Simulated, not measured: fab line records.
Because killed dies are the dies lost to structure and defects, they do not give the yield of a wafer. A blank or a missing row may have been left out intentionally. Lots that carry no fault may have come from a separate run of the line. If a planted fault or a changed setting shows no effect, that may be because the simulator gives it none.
A struck lot beside a sound one :: flow n5_finfet :: 43 out of 1938 route steps
Sound: the wafers L520.1, L520.4, L520.5. The struck wafers were L532.1, L532.2, L532.5. The cause comes at the end.
At each step with rows: each side's tool, then ch and its chambers, then its first start. Under that, the readings that differ: sound wafers :: struck wafers :: difference of the means :: sigmas: that difference in standard deviations of wafers without a fault.
alike: words and numbers the same on both sides, and readings whose means are apart by under 2 such deviations; not compared: readings that were withheld, readings missing a value for some wafer, numbers with overlapping values and no deviation given by the record, and bounds like >300 which may hide the same value.
Wherever a step has rows on one side only, a row that says differs or no value, or a row with sigmas, the two part there. Non-overlapping numbers with no deviation appear without sigmas and do not part them. A reading that every wafer of one side lacks parts them only if that side has two wafers or more.

first, 12 steps without rows for these wafers: N5_BEOL_M1_DESCUM_33 (chemistry O2, time 7 s); N5_BEOL_M1_ETCH_77 (etches underlayer in N2/H2, target depth 6.5 nm, time 5.2 s); N5_BEOL_M1_ETCH_69 (etches SiARC in CF4, target depth 15.6 nm, time 26 s); N5_BEOL_M1_ALD_98 (deposits SiO2, target thk 2.5 nm, pulse time 1 s, co reactant pulse time 1 s); N5_BEOL_M1_ETCHBACK_99 (etches SiO2 in CHF3, target depth 5 nm, time 10.4 s); N5_BEOL_M1_ETCH_70 (etches SOC in N2/H2, target depth 80 nm, overetch 16 nm, time 120 s); N5_BEOL_M1_STRIP_71 (strips in N2/H2); N5_BEOL_M1_STRIP_78 (strips in N2/H2); N5_BEOL_M1_VIA_ETCH_34 (etches the open film in C4F6/O2, target depth 67.8 nm, time 64.4 s); N5_BEOL_M1_STRIP_83 (strips in C4F6/O2); N5_BEOL_M1_STRIP_36 (strips in N2/H2); N5_BEOL_M1_TRENCH_ETCH_37 (etches SiOC in C4F6/O2, target depth 55.207 nm, time 29 s).
N5_BEOL_M1_ETCH_41: etches SiCN in CH3F/O2, target depth 31.9 nm, time 57.8 s.
  sound on rie_diel-02 ch 0,2,3, day 6 08:42; struck on rie_diel-03 ch 0,1,3, day 10 14:09
reading: bias_w (W)
sound: 74.41 75.07 74.47
struck: 75.24 75.20 74.92
difference: +0.47
sigmas: +2
  alike: O2_flow_sccm, drypump_motor_current_A, oes_product_au, rf_vpp_V, showerhead_plenum_p_Torr, throttle_valve_pct
  not compared: rf_hours_counter_h
then, 1 step without rows for these wafers: N5_BEOL_M1_STRIP_97 (strips in N2/H2, time 10 s).
N5_BEOL_M1_OCD_MEAS_38:
  sound: ocd-01 at day 6 08:50; struck: ocd-02 at day 10 14:16
  alike: trench_depth_nm
then, 4 steps without rows for these wafers: N5_BEOL_M1_HM_STRIP_39 (strips TiN in peroxide tin strip, target depth 25 nm, time 158 s); N5_BEOL_M1_SRD_40 (time 30 s); N5_BEOL_M1_PRECLEAN_42 (cleans in residue remover, time 60 s); N5_BEOL_M1_SRD_43 (time 30 s).
N5_BEOL_M1_CD_MEAS_35: target cd 18 nm, target cd y 21 nm.
  sound: cd_sem-01 at day 6 08:59; struck: cd_sem-03 at day 10 14:25
  alike: cd_nm
N5_BEOL_M1_DEGAS_44: time 60 s.
  sound: pvd_sputter-01 at day 6 09:34; struck: pvd_sputter-03 at day 10 14:28
  alike: heater_power_w
then, 6 steps without rows for these wafers: N5_BEOL_M1_PRE_CLEAN_45 (time 30 s); N5_BEOL_M1_ALD_84 (deposits TaN, pulse time 2 s, purge time 3 s, co reactant purge time 2 s); N5_BEOL_M1_SURFACE_TREAT_85; N5_BEOL_M1_CVD_47 (deposits Co from CCTBA/H2, target thk 3 nm, time 223.8 s); N5_BEOL_M1_SPUTTER_48 (material Cu, target thk 4.5 nm, time 8.29 s); N5_BEOL_M1_ANNEAL_49 (time 240 s).
N5_BEOL_M1_SPUTTER_79: material Cu, target thk 4.5 nm, time 8.29 s.
  sound: pvd_sputter-01 at day 6 10:23; struck: pvd_sputter-01 at day 10 15:16
  alike: throttle_valve_pct
then, 2 steps without rows for these wafers: N5_BEOL_M1_ANNEAL_80 (time 240 s); N5_BEOL_M1_SPUTTER_81 (material Cu, target thk 4.5 nm, time 8.29 s).
N5_BEOL_M1_ANNEAL_82: time 240 s.
  sound: pvd_sputter-01 at day 6 10:41; struck: pvd_sputter-01 at day 10 15:34
  alike: heater_power_w
then, 3 steps without rows for these wafers: N5_BEOL_M1_SPUTTER_86 (material Cu, target thk 4.5 nm, time 8.29 s); N5_BEOL_M1_ANNEAL_87 (time 240 s); N5_BEOL_M1_SPUTTER_88 (material Cu, target thk 4.5 nm, time 8.29 s).
N5_BEOL_M1_ANNEAL_89: time 240 s.
  sound: pvd_sputter-01 at day 6 11:08; struck: pvd_sputter-01 at day 10 16:00
  alike: heater_power_w
then, 4 steps without rows for these wafers: N5_BEOL_M1_SPUTTER_90 (material Cu, target thk 4.5 nm, time 8.29 s); N5_BEOL_M1_ANNEAL_91 (time 240 s); N5_BEOL_M1_SPUTTER_92 (material Cu, target thk 4.5 nm, time 8.29 s); N5_BEOL_M1_ANNEAL_93 (time 240 s).
N5_BEOL_M1_SPUTTER_94: material Cu, target thk 4.5 nm, time 8.29 s.
  sound: pvd_sputter-01 at day 6 11:43; struck: pvd_sputter-01 at day 10 16:35
  alike: throttle_valve_pct
then, 2 steps without rows for these wafers: N5_BEOL_M1_ANNEAL_95 (time 240 s); N5_BEOL_M1_SPUTTER_96 (material Cu, target thk 4.5 nm, time 8.29 s).
-- a jump in the record: the struck wafers' starts before and after are 6 days apart (it breaks off in module BEOL_M1 and resumes in module PASSIVATION, where the first step shown is number 1936 of the route) --
N5_PASSIVATION_PROBE_49:
  only the struck wafers here have rows in the record (prober-01, day 16 13:31); the sound ones have none

== WHERE THEY PART ==
At N5_BEOL_M1_ETCH_41 first; at N5_PASSIVATION_PROBE_49 last (within this record only).

WHY: whatever the simulator had introduced
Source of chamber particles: rie_diel-03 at N5_BEOL_M1_ETCH_41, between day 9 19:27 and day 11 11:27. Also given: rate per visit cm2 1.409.
